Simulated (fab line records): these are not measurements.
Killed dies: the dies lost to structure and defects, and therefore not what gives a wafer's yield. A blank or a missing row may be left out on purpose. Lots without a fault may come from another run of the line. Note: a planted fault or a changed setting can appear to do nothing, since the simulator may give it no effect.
Matching of chambers || flow nand_harc || rie_diel-12 running NHARC_A_STAIRCASE_DESCUM_312: 4 sister chambers
The step chemistry O2, time 3 s. 8 wafers are shown with their chamber, then 7 later ones without.

== EACH WAFER AND ITS CHAMBER ==
{"wafer": "L676.4", "chamber": 0, "showerhead_plenum_p_Torr (Torr)": 2.07, "rf_vpp_V (V)": 58.9}
{"wafer": "L677.2", "chamber": 2, "showerhead_plenum_p_Torr (Torr)": 1.93, "rf_vpp_V (V)": 57.6}
{"wafer": "L677.3", "chamber": 1, "showerhead_plenum_p_Torr (Torr)": 2.05, "rf_vpp_V (V)": 57.9}
{"wafer": "L687.4", "chamber": 3, "showerhead_plenum_p_Torr (Torr)": 1.99, "rf_vpp_V (V)": 57.8}
{"wafer": "L687.5", "chamber": 2, "showerhead_plenum_p_Torr (Torr)": 1.93, "rf_vpp_V (V)": 58.1}
{"wafer": "L687.6", "chamber": 3, "showerhead_plenum_p_Torr (Torr)": 1.99, "rf_vpp_V (V)": 59.7}
{"wafer": "L686.2", "chamber": 1, "showerhead_plenum_p_Torr (Torr)": 2.04, "rf_vpp_V (V)": 58.6}
{"wafer": "L686.3", "chamber": 0, "showerhead_plenum_p_Torr (Torr)": 2.06, "rf_vpp_V (V)": 59.0}

== WAFERS WITH NO CHAMBER GIVEN ==
{"wafer": "L686.5", "showerhead_plenum_p_Torr (Torr)": 1.99, "rf_vpp_V (V)": 58.1}
{"wafer": "L691.1", "showerhead_plenum_p_Torr (Torr)": 2.04, "rf_vpp_V (V)": 57.5}
{"wafer": "L691.2", "showerhead_plenum_p_Torr (Torr)": 1.93, "rf_vpp_V (V)": 57.3}
{"wafer": "L691.4", "showerhead_plenum_p_Torr (Torr)": 1.99, "rf_vpp_V (V)": 58.6}
{"wafer": "L695.2", "showerhead_plenum_p_Torr (Torr)": 2.04, "rf_vpp_V (V)": 58.6}
{"wafer": "L695.3", "showerhead_plenum_p_Torr (Torr)": 1.98, "rf_vpp_V (V)": 57.9}
{"wafer": "L695.6", "showerhead_plenum_p_Torr (Torr)": 2.05, "rf_vpp_V (V)": 57.5}

== WHICH CHAMBER EACH ONE RAN IN ==
{"wafer": "L686.5", "from the rows above": 3, "in truth": 3}
{"wafer": "L691.1", "from the rows above": 1, "in truth": 1}
{"wafer": "L691.2", "from the rows above": 2, "in truth": 2}
{"wafer": "L691.4", "from the rows above": 3, "in truth": 3}
{"wafer": "L695.2", "from the rows above": 1, "in truth": 1}
{"wafer": "L695.3", "from the rows above": 3, "in truth": 3}
{"wafer": "L695.6", "from the rows above": 1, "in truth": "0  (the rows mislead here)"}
Correct placement for 6 of the 7. Can't be placed from these rows: 0. 1 placed wrongly.
How it was worked out, from the rows above alone: a wafer's distance from a chamber is the root of the sum, over the readings, of the square of ((its reading less the chamber's mean) divided by the reading's scatter). The wafer belongs to the nearest chamber; if the next one is less than 2 further off, it can't be placed. For every chamber, the mean is computed from those of its wafers that are shown. The scatter is the square root of a quotient: the sum, over the shown wafers, of each reading's squared deviation from its chamber's mean, divided by wafers minus chambers.
